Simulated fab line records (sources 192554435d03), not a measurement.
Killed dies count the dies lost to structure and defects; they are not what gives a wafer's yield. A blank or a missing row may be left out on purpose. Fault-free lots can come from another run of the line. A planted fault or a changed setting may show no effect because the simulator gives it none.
Matching of chambers | flow n5Finfet | N5_FIN_CUT_ETCH_30 on rieDiel-04: 4 sister chambers
The step etches underlayer in N2/H2, target depth 13 nm, time 10.4 s. 8 wafers are shown with their chamber, then 9 later ones without.

== EACH WAFER AND ITS CHAMBER ==
wafer  | chamber | showerheadPlenumPTorr (Torr) | drypumpMotorCurrentA (A)
L078.2 | 0       | 2.52                         | 5.8
L079.4 | 0       | 2.51                         | 5.8
L084.1 | 3       | 2.52                         | 5.7
L084.3 | 2       | 2.67                         | 5.3
L084.4 | 1       | 2.42                         | 6.3
L085.1 | 3       | 2.52                         | 5.7
L085.4 | 1       | 2.42                         | 6.3
L085.6 | 2       | 2.67                         | 5.2

== WAFERS MISSING THEIR CHAMBER ==
wafer  | showerheadPlenumPTorr (Torr) | drypumpMotorCurrentA (A)
L093.2 | 2.42                         | 6.3
L093.4 | 2.51                         | 5.7
L093.6 | 2.67                         | 5.2
L095.2 | 2.41                         | 6.3
L095.5 | 2.67                         | 5.2
L095.6 | 2.51                         | 5.8
L097.1 | 2.51                         | 5.7
L097.5 | 2.67                         | 5.2
L097.6 | 2.51                         | 5.7

== THE CHAMBER EACH PASSED THROUGH ==
wafer  | from the rows above     | in truth
L093.2 | 1                       | 1
L093.4 | can't be placed: 3 or 0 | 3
L093.6 | 2                       | 2
L095.2 | 1                       | 1
L095.5 | 2                       | 2
L095.6 | 0                       | 0
L097.1 | can't be placed: 3 or 0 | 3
L097.5 | 2                       | 2
L097.6 | can't be placed: 3 or 0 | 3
Placed correctly: 6 of 9. Not placeable from these rows: 3 (in 3, the candidates include the true chamber). Number placed wrongly: 0.
How it was worked out, from the rows above alone: a wafer's distance from a chamber is the root of the sum, over the readings, of the square of ((its reading less the chamber's mean) divided by the reading's scatter). The wafer belongs to the nearest chamber; if the next one is less than 2 further off, it can't be placed. A chamber's mean is the mean of its shown wafers. The scatter: the root of (the sum of the squares of (reading less its chamber's mean) over the shown wafers, divided by (wafers less chambers)).
